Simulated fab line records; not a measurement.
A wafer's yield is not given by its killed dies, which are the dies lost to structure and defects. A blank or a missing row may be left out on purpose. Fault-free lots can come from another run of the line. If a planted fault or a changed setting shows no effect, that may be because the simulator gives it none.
Struck lot and sound lot, side by side -- flow nandHarc -- 16 steps out of a route of 1302
Sound: wafers L271.1, L271.2, L271.3. Struck: wafer L263.5 (left out: L263.2, L263.4 of the same lot, which were not struck); the cause appears at the end.
Per side, at each step with rows, come the tool, then ch with its chambers, and then its first start. Under that, the readings that differ: sound wafers -- struck wafers -- difference of the means -- sigmas: that difference in standard deviations of wafers without a fault.
alike: a reading whose means differ by less than 2 such deviations, as well as words and numbers matching on both sides. not compared: withheld readings; readings where some wafer has no value; bounds like >300 that might hide an equal value; numbers whose values overlap and for which the record gives no deviation.
The two part at a step that has a row with sigmas, a row that says differs or no value, or rows on one side only. Numbers that have no deviation but don't overlap get no sigmas and don't part them. Lack of a reading on every wafer of one side parts them only where that side has two or more wafers.

NHARC_A_DECK1_JOINT_INSPECT_05:
  sound on defectInspect-01, day 18 09:41; struck on defectInspect-02, day 15 01:32
  alike: rawDefectCount
then, 1 step without rows for these wafers: NHARC_A_ONON_D2_DEP_00 (target thk 1000 nm).
NHARC_A_ONON_D2_THK_MEAS_02: measures by ellipsometry.
  sound on filmMetro-02, day 18 10:16; struck on filmMetro-02, day 15 02:07
  alike: thkNm
then, 1 step without rows for these wafers: NHARC_A_ONON_D2_DEP_03 (target thk 1000 nm).
NHARC_A_ONON_D2_THK_MEAS_05: measures by ellipsometry.
  sound on filmMetro-02, day 18 10:50; struck on filmMetro-02, day 15 02:41
  alike: thkNm
then, 1 step without rows for these wafers: NHARC_A_ONON_D2_DEP_06 (target thk 1000 nm).
NHARC_A_ONON_D2_THK_MEAS_08: measures by ellipsometry.
  sound on filmMetro-02, day 18 11:23; struck on filmMetro-01, day 15 03:14
reading,sound,struck,difference,sigmas
thkNm (nm),1010 1010 1011,967,-43,-4
then, 1 step without rows for these wafers: NHARC_A_ONON_D2_DEP_09 (target thk 1000 nm).
NHARC_A_ONON_D2_THK_MEAS_11: measures by ellipsometry.
  sound on filmMetro-01, day 18 11:58; struck on filmMetro-01, day 15 03:48
reading,sound,struck,difference,sigmas
thkNm (nm),1019 1020 1021,998,-22,-2
then, 1 step without rows for these wafers: NHARC_A_ONON_D2_DEP_12 (target thk 1000 nm).
NHARC_A_ONON_D2_THK_MEAS_14: measures by ellipsometry.
  sound on filmMetro-02, day 18 12:32; struck on filmMetro-01, day 15 04:22
  alike: thkNm
then, 1 step without rows for these wafers: NHARC_A_ONON_D2_ANNEAL_15 (time 3600 s).
NHARC_A_ONON_D2_DEP_16: target thk 1000 nm.
  sound on pecvdOnon-01 ch 0, day 18 19:16; struck on pecvdOnon-02 ch 0, day 15 11:16
  alike: n2FlowSccm, susceptorTempC
NHARC_A_ONON_D2_THK_MEAS_18: measures by ellipsometry.
  sound on filmMetro-01, day 18 19:46; struck on filmMetro-01, day 15 11:43
reading,sound,struck,difference,sigmas
thkNm (nm),1017 1014 1016,604,-412,-41
then, 1 step without rows for these wafers: NHARC_A_ONON_D2_DEP_19 (target thk 1000 nm).
-- record jumps: 12 days between struck wafers' starts before vs after; left off in module A_ONON_D2, resumes in module END, first step shown is number 1302 of the route --
NHARC_END_SORT_01:
  at this point the record logs the struck wafers (prober-01 ch 0, day 27 10:20) and has no rows for the sound ones

## WHERE THEY PART
First at NHARC_A_ONON_D2_THK_MEAS_08; last, within this record, at NHARC_END_SORT_01.

WHY: what the simulator had put in
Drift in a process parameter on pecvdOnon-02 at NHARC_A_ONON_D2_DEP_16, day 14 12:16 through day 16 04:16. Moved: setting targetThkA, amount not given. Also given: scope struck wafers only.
